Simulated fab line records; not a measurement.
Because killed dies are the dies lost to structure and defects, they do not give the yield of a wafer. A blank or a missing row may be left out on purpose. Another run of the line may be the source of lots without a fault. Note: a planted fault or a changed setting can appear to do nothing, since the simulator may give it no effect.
fab line records	flow n5Finfet
record lots=15	wafers=45	lastDay=17
route steps=1938 shown TV_LITHO@1884 PASSIVATION@1910
lots that met no fault: taken from a fault-free run of the same line
startH: start of the lot's first displayed wafer, in hours after the record's first day	waitH: hours elapsed since this lot's preceding step	" identical to the entry in the row above	L1.1+2: one row covering several wafers at once	- either no value or no given start	* or withheld: withheld	< > ~ a bound
route shown NAME@n: a module of which the file shows steps, and the number in the route of the first	usual: the fault-free wafers' mean and standard deviation	same: alike in all rows	chamber/n: place in a boat	sites: each site's reading	_std_site: standard deviation of those values	_edge_site: outer sites' mean less inner sites'	radiusMm: for every site, how far away it sits from the centre of the wafer	mask NAME#n: copy n	behind: tool/chamber where the wafer was last shaped	hold: the reason the lot was held/the length of the hold in hours/how it ended	device: the n, p or np transistor that did not switch	end of line: at the end of the route, the tests of the same wafers	a step without rows: its recipe alone	killed: the dies lost at the first sort to structure and to defects; this is not the yield of the wafer	map: dies across one wafer; x = killed, . = not, _ = none there
set.NAME: the run value of the setting; set.NAME@STEP: its run value at that earlier step	model.NAME: the simulator's own value behind a step, which no gauge read
a sample of lots followed through the steps of the route, with each step as a table and each wafer as a row
services: when a tool's chamber went out of use (startH, in hours from the record's first day, below 0 if earlier), for how many hours, and the reason
## steps
# step N5_PASSIVATION_OVL_MEAS_60
# recipe pointsPerWafer=44
# usual TV_OVL=-2/5.3
lot.wafer	tool	chamber	startH	waitH	TV_OVL[nm]
L169.1	overlay-01	0	260.00	0.0	-7
L169.3	"	0	"	"	-4
L169.6	"	0	"	"	4
L172.2	overlay-01	0	274.44	0.0	-3
L172.3	"	0	"	"	-10
L172.6	"	0	"	"	0
L171.4	overlay-01	0	286.74	0.0	0
L171.5	"	0	"	"	-2
L171.6	"	0	"	"	-2
L176.2	overlay-02	0	294.46	0.0	-5
L176.3	"	0	"	"	4
L176.6	"	0	"	"	-3
L174.1	overlay-01	0	297.11	0.0	2
L174.4	"	0	"	"	1
L174.5	"	0	"	"	10
L177.3	overlay-02	0	304.69	0.0	-8
L177.5	"	0	"	"	-8
L177.6	"	0	"	"	-6
L175.3	overlay-02	0	307.06	0.0	-4
L175.4	"	0	"	"	-1
L175.5	"	0	"	"	-4
L178.2	overlay-01	0	318.63	0.0	1
L178.3	"	0	"	"	-1
L178.5	"	0	"	"	0
L180.1	overlay-02	0	343.72	0.0	7
L180.4	"	0	"	"	-4
L180.5	"	0	"	"	-5
L183.4	overlay-02	0	343.88	0.0	-3
L183.5	"	0	"	"	-7
L183.6	"	0	"	"	-8
L179.2	overlay-02	0	343.91	0.0	-11
L179.3	"	0	"	"	-3
L179.5	"	0	"	"	1
L181.2	overlay-02	0	348.71	0.0	3
L181.3	"	0	"	"	0
L181.6	"	0	"	"	-2
L188.2	overlay-02	0	374.47	0.0	-4
L188.4	"	0	"	"	-2
L188.5	"	0	"	"	-4
L192.3	overlay-02	0	395.33	0.0	-3
L192.4	"	0	"	"	-8
L192.5	"	0	"	"	-9
L189.1	overlay-01	0	400.21	0.0	-5
L189.4	"	0	"	"	1
L189.5	"	0	"	"	-8
# step N5_PASSIVATION_ETCH_59
# recipe chemistry=Cl2/BCl3	target=TaN	targetDepthA=650	timeS=34.9	ionEnergyEv=100	pressureMtorr=10	icpW=900	biasW=100	Cl2_flow_sccm=60	bcl3FlowSccm=30
# usual drypumpMotorCurrentA=5.9/0.34	oesProductAu=0.79/0.091	throttleValvePct=21.24/0.22
lot.wafer	tool	chamber	startH	waitH	drypumpMotorCurrentA	oesProductAu	rfHoursCounterH	throttleValvePct
L169.1	rieMetal-01	1	262.92	0.7	6.3	0.72	66	21.54
L169.3	"	1	"	"	6.4	0.73	-	21.54
L169.6	"	1	"	"	6.3	0.72	-	21.53
L172.2	rieMetal-02	0	277.44	0.3	5.4	0.75	49	20.82
L172.3	"	0	"	"	5.4	0.75	-	20.83
L172.6	"	1	"	"	6.0	0.71	-	21.30
L171.4	rieMetal-02	1	289.14	0.2	6.0	0.70	-	21.33
L171.5	"	1	"	"	6.0	0.70	-	21.33
L171.6	"	0	"	"	5.4	0.73	-	20.87
L176.2	rieMetal-03	1	298.49	0.3	6.0	0.95	4	21.37
L176.3	"	0	"	"	6.0	0.80	-	21.05
L176.6	"	1	"	"	6.0	0.96	-	21.37
L174.1	rieMetal-02	1	301.64	0.3	5.9	0.69	83	21.36
L174.4	"	1	"	"	5.9	0.70	-	21.34
L174.5	"	1	"	"	5.9	0.70	-	21.34
L177.3	rieMetal-01	1	308.53	0.2	6.4	0.72	-	21.51
L177.5	"	0	"	"	5.4	0.94	-	21.23
L177.6	"	1	"	"	6.4	0.72	-	21.51
L175.3	rieMetal-02	1	309.27	0.2	6.0	0.70	-	21.34
L175.4	"	0	"	"	5.4	0.73	-	20.86
L175.5	"	0	"	"	5.4	0.73	-	20.86
L178.2	rieMetal-03	0	321.21	0.3	5.9	0.79	39	21.06
L178.3	"	1	"	"	6.0	0.93	-	21.36
L178.5	"	1	"	"	6.0	0.94	-	21.36
L180.1	rieMetal-03	0	346.11	0.3	5.9	0.78	41	21.06
L180.4	"	0	"	"	5.9	0.78	-	21.08
L180.5	"	0	"	"	5.9	0.79	-	21.08
L183.4	rieMetal-01	1	346.30	0.2	6.4	0.71	-	21.52
L183.5	"	1	"	"	6.4	0.71	-	21.53
L183.6	"	0	"	"	5.4	0.91	-	21.26
L179.2	rieMetal-03	0	346.61	0.3	5.9	0.79	41	21.05
L179.3	"	0	"	"	6.0	0.78	-	21.07
L179.5	"	1	"	"	6.0	0.91	-	21.40
L181.2	rieMetal-03	0	351.49	0.3	6.0	0.77	42	21.07
L181.3	"	0	"	"	6.0	0.78	-	21.08
L181.6	"	1	"	"	6.0	0.91	-	21.38
L188.2	rieMetal-02	1	377.30	0.3	6.0	0.68	90	21.37
L188.4	"	1	"	"	6.0	0.69	-	21.34
L188.5	"	0	"	"	5.4	0.71	-	20.91
L192.3	rieMetal-01	0	399.03	0.2	5.3	0.89	-	21.27
L192.4	"	1	"	"	6.4	0.71	-	21.53
L192.5	"	0	"	"	5.3	0.88	-	21.27
L189.1	rieMetal-01	1	405.80	0.3	6.4	0.71	78	21.54
L189.4	"	0	"	"	5.3	0.90	-	21.24
L189.5	"	1	"	"	6.3	0.71	-	21.54
# step N5_PASSIVATION_PEB_42
# recipe pebTempC=withheld	pebTimeS=*
# usual chillPlateTempC=*	exhaustPa=45.0/0.89	pebTimeS=*
lot.wafer	tool	chamber	startH	waitH	chillPlateTempC	exhaustPa	pebTimeS
L169.1	lithoTrack-03	0	264.15	0.1	*	46.0	*
L169.3	"	0	"	"	*	46.9	*
L169.6	"	0	"	"	*	46.1	*
L172.2	lithoTrack-05	0	278.61	0.0	*	44.7	*
L172.3	"	0	"	"	*	43.9	*
L172.6	"	0	"	"	*	44.4	*
L171.4	lithoTrack-03	0	290.50	0.0	*	45.6	*
L171.5	"	0	"	"	*	46.0	*
L171.6	"	0	"	"	*	45.5	*
L176.2	lithoTrack-03	0	299.54	0.0	*	45.4	*
L176.3	"	0	"	"	*	43.1	*
L176.6	"	0	"	"	*	44.1	*
L174.1	lithoTrack-02	0	302.68	0.1	*	44.8	*
L174.4	"	0	"	"	*	45.0	*
L174.5	"	0	"	"	*	44.7	*
L177.3	lithoTrack-03	0	309.55	0.0	*	44.1	*
L177.5	"	0	"	"	*	44.2	*
L177.6	"	0	"	"	*	46.3	*
L175.3	lithoTrack-05	0	310.56	0.0	*	45.1	*
L175.4	"	0	"	"	*	45.3	*
L175.5	"	0	"	"	*	44.9	*
L178.2	lithoTrack-05	0	322.38	0.0	*	43.5	*
L178.3	"	0	"	"	*	43.9	*
L178.5	"	0	"	"	*	45.6	*
L180.1	lithoTrack-02	0	347.15	0.1	*	43.5	*
L180.4	"	0	"	"	*	43.0	*
L180.5	"	0	"	"	*	44.1	*
L183.4	lithoTrack-05	0	347.44	0.0	*	45.9	*
L183.5	"	0	"	"	*	45.1	*
L183.6	"	0	"	"	*	46.4	*
L179.2	lithoTrack-03	0	347.78	0.0	*	44.5	*
L179.3	"	0	"	"	*	44.9	*
L179.5	"	0	"	"	*	44.5	*
L181.2	lithoTrack-05	0	352.54	0.0	*	45.2	*
L181.3	"	0	"	"	*	45.0	*
L181.6	"	0	"	"	*	44.0	*
L188.2	lithoTrack-03	-	378.47	0.0	-	-	-
L188.4	"	-	"	"	-	-	-
L188.5	"	-	"	"	-	-	-
L192.3	lithoTrack-05	-	400.14	0.0	-	-	-
L192.4	"	-	"	"	-	-	-
L192.5	"	-	"	"	-	-	-
L189.1	lithoTrack-02	-	406.87	0.1	-	-	-
L189.4	"	-	"	"	-	-	-
L189.5	"	-	"	"	-	-	-
# step N5_PASSIVATION_OVL_MEAS_66
# recipe pointsPerWafer=44
# usual PASS_OPEN_OVL=0/4.6
lot.wafer	tool	chamber	startH	waitH	PASS_OPEN_OVL[nm]
L169.1	overlay-02	0	264.30	0.0	2
L169.3	"	0	"	"	1
L169.6	"	0	"	"	8
L172.2	overlay-02	0	278.76	0.0	4
L172.3	"	0	"	"	4
L172.6	"	0	"	"	-1
L171.4	overlay-02	0	290.65	0.0	-1
L171.5	"	0	"	"	1
L171.6	"	0	"	"	-1
L176.2	overlay-02	0	299.69	0.0	-1
L176.3	"	0	"	"	-3
L176.6	"	0	"	"	-3
L174.1	overlay-01	0	302.83	0.0	9
L174.4	"	0	"	"	-2
L174.5	"	0	"	"	8
L177.3	overlay-01	0	309.72	0.1	0
L177.5	"	0	"	"	9
L177.6	"	0	"	"	2
L175.3	overlay-01	0	310.71	0.0	1
L175.4	"	0	"	"	8
L175.5	"	0	"	"	-1
L178.2	overlay-02	0	322.53	0.0	1
L178.3	"	0	"	"	1
L178.5	"	0	"	"	2
L180.1	overlay-02	0	347.30	0.0	0
L180.4	"	0	"	"	-4
L180.5	"	0	"	"	-3
L183.4	overlay-02	0	347.59	0.0	2
L183.5	"	0	"	"	1
L183.6	"	0	"	"	6
L179.2	overlay-01	0	347.93	0.0	-10
L179.3	"	0	"	"	1
L179.5	"	0	"	"	2
L181.2	overlay-02	0	352.69	0.0	-10
L181.3	"	0	"	"	-1
L181.6	"	0	"	"	-6
L188.2	overlay-02	0	378.62	0.0	-
L188.4	"	0	"	"	-
L188.5	"	0	"	"	-
L192.3	overlay-01	0	400.29	0.0	-
L192.4	"	0	"	"	-
L192.5	"	0	"	"	-
L189.1	overlay-01	0	407.02	0.0	-
L189.4	"	0	"	"	-
L189.5	"	0	"	"	-
## services
tool	chamber	startH	hours	kind
rieMetal-03	1	242.06	-	clean
rieMetal-03	1	242.06	17.2	scheduledDown
rieMetal-03	1	242.06	17.2	ventCycle
rieMetal-01	0	246.93	-	clean
rieMetal-01	0	246.93	16.7	scheduledDown
rieMetal-01	0	246.93	16.7	ventCycle
rieMetal-02	-	250.83	14.6	pm
rieMetal-01	-	290.14	2.8	pm
lithoTrack-05	-	317.83	-	consumableReplace:filter
rieMetal-01	-	364.20	0.3	repair
lithoTrack-05	-	387.06	-	consumableReplace:filter
## key
firstSign step=N5_PASSIVATION_PEB_42	reading=toolRecord	direction=missing
effect none on later readings
metAt N5_PASSIVATION_PEB_42
struckLots L188,L189,L192
laterRowsLeftOut L188.2,L188.4,L188.5,L189.1,L189.4,L189.5,L192.3,L192.4,L192.5
sortLeftOut L188.2,L188.4,L188.5,L189.1,L189.4,L189.5,L192.3,L192.4,L192.5
notActingAt N5_PASSIVATION_OVL_MEAS_60,N5_PASSIVATION_ETCH_59,N5_PASSIVATION_OVL_MEAS_66
onsetBetween 352.54 378.47
fault kind=skippedStepWhole	tool=lithoTrack-02,lithoTrack-03,lithoTrack-05	chamber=-	onsetH=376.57	steps=N5_PASSIVATION_PEB_42	scope=struckLotsOnly
# sortLeftOut: the simulated sort isn't trusted on such a fault, so these wafers' sort isn't shown, and their yield isn't known
# laterRowsLeftOut: the simulator's readings of these wafers behind a module that went badly wrong aren't trusted and aren't shown, but for the sort
